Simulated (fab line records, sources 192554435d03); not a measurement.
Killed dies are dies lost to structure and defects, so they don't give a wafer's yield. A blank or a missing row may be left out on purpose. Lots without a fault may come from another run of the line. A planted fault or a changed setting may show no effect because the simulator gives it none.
Chamber matching | flow n5_finfet | N5_BEOL_M14_DESCUM_33 on rie_diel-06: 4 sister chambers
The step chemistry O2, time 7.9 s. 22 wafers are shown with their chamber, then 11 later ones without.

WAFERS WITH THEIR CHAMBER
wafer  | chamber | drypump_motor_current_A (A) | throttle_valve_pct (%) | oes_product_au (a.u.)
L074.3 | 1       | 6.4                         | 20.05                  | 0.92
L074.4 | 2       | 6.4                         | 20.38                  | 0.87
L074.6 | 0       | 5.3                         | 20.51                  | 0.67
L075.1 | 2       | 6.4                         | 20.39                  | 0.87
L075.2 | 1       | 6.5                         | 20.05                  | 0.91
L075.4 | 0       | 5.4                         | 20.52                  | 0.66
L077.2 | 0       | 5.4                         | 20.52                  | 0.66
L077.5 | 0       | 5.3                         | 20.52                  | 0.66
L077.6 | 3       | 5.7                         | 20.05                  | 0.84
L079.3 | 2       | 6.4                         | 20.39                  | 0.86
L079.4 | 3       | 5.7                         | 20.06                  | 0.85
L079.6 | 0       | 5.3                         | 20.55                  | 0.66
L082.3 | 2       | 6.4                         | 20.40                  | 0.85
L082.4 | 3       | 5.7                         | 20.08                  | 0.83
L082.6 | 2       | 6.4                         | 20.41                  | 0.86
L078.1 | 3       | 5.7                         | 20.09                  | 0.83
L078.4 | 1       | 6.5                         | 20.07                  | 0.88
L078.5 | 3       | 5.7                         | 20.08                  | 0.83
L084.2 | 3       | 5.7                         | 20.09                  | 0.83
L084.4 | 0       | 5.3                         | 20.22                  | 1.01
L084.6 | 0       | 5.3                         | 20.23                  | 1.00
L088.1 | 3       | 5.7                         | 20.10                  | 0.81

SIGNATURES (means of the wafers above)
reading                 | chamber 0 | chamber 1 | chamber 2 | chamber 3 | scatter within a chamber
drypump_motor_current_A | 5.329     | 6.467     | 6.400     | 5.700     | 0.0341
throttle_valve_pct      | 20.4386   | 20.0567   | 20.3940   | 20.0786   | 0.0854
oes_product_au          | 0.7600    | 0.9033    | 0.8620    | 0.8314    | 0.0972
Rule: a wafer's distance from a chamber is the root of the sum, over the readings, of the square of ((its reading less the chamber's mean) divided by the reading's scatter). The wafer belongs to the nearest chamber; if the next one is less than 2 further off, it can't be placed. The scatter: the root of (the sum of the squares of (reading less its chamber's mean) over the shown wafers, divided by (wafers less chambers)).

WAFERS WITHOUT THEIR CHAMBER
wafer  | drypump_motor_current_A (A) | throttle_valve_pct (%) | oes_product_au (a.u.)
L088.2 | 6.4                         | 20.43                  | 0.84
L088.3 | 5.3                         | 20.24                  | 0.98
L091.1 | 5.7                         | 20.09                  | 0.80
L091.2 | 6.4                         | 20.43                  | 0.83
L091.4 | 5.3                         | 20.26                  | 0.95
L094.2 | 5.7                         | 20.11                  | 0.80
L094.3 | 5.3                         | 20.27                  | 0.93
L094.5 | 6.5                         | 20.11                  | 0.84
L097.2 | 6.4                         | 20.45                  | 0.82
L097.4 | 5.7                         | 20.14                  | 0.79
L097.5 | 6.5                         | 20.13                  | 0.84

WHICH CHAMBER EACH WENT THROUGH
wafer  | from the rows above | in truth
L088.2 | 2                   | 2
L088.3 | 0                   | 0
L091.1 | 3                   | 3
L091.2 | 2                   | 2
L091.4 | 0                   | 0
L094.2 | 3                   | 3
L094.3 | 0                   | 0
L094.5 | 1                   | 1
L097.2 | 2                   | 2
L097.4 | 3                   | 3
L097.5 | 1                   | 1
Placed correctly: 11 of 11. Can't be placed from these rows: 0. Placed wrongly: 0.
